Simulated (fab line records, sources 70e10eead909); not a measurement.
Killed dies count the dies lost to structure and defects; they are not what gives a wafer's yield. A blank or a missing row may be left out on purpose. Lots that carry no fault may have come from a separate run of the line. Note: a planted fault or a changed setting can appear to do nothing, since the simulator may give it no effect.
Matching of chambers / flow nandHarc / rieDiel-06 running NHARC_A_CHANNEL_FILL_D2_ETCHBACK_20: 4 sister chambers
The step etches the open film in C4F8/O2/Ar, target depth 27 nm, time 13.5 s. 4 wafers are shown with their chamber, then 7 later ones without.

WAFERS WITH THEIR CHAMBER
wafer=L316.2; chamber=3; rfVppV (V)=981
wafer=L316.5; chamber=0; rfVppV (V)=972
wafer=L318.1; chamber=1; rfVppV (V)=981
wafer=L318.3; chamber=2; rfVppV (V)=988

WAFERS WHOSE CHAMBER IS MISSING
wafer=L318.5; rfVppV (V)=969
wafer=L319.1; rfVppV (V)=981
wafer=L319.2; rfVppV (V)=972
wafer=L319.6; rfVppV (V)=981
wafer=L331.2; rfVppV (V)=970
wafer=L331.4; rfVppV (V)=989
wafer=L331.5; rfVppV (V)=987

CHAMBER TAKEN BY EACH
wafer=L318.5; from the rows above=0; in truth=0
wafer=L319.1; from the rows above=can't be placed: 1 or 3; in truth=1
wafer=L319.2; from the rows above=0; in truth=0
wafer=L319.6; from the rows above=can't be placed: 1 or 3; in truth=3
wafer=L331.2; from the rows above=0; in truth=0
wafer=L331.4; from the rows above=2; in truth=2
wafer=L331.5; from the rows above=2; in truth=2
Placed correctly: 5 of 7. From these rows, 2 cannot be placed; in 2 the true chamber is one of the candidates. Wrongly placed: 0.
How it was worked out, from the rows above alone: a wafer's distance from a chamber is the root of the sum, over the readings, of the square of ((its reading less the chamber's mean) divided by the reading's scatter). The wafer belongs to the nearest chamber; if the next one is less than 2 further off, it can't be placed. Each chamber's mean is taken over the wafers shown for it. The scatter: with one shown wafer a chamber, the root of the mean of the squares of how far each hidden wafer lies from its nearest shown one.
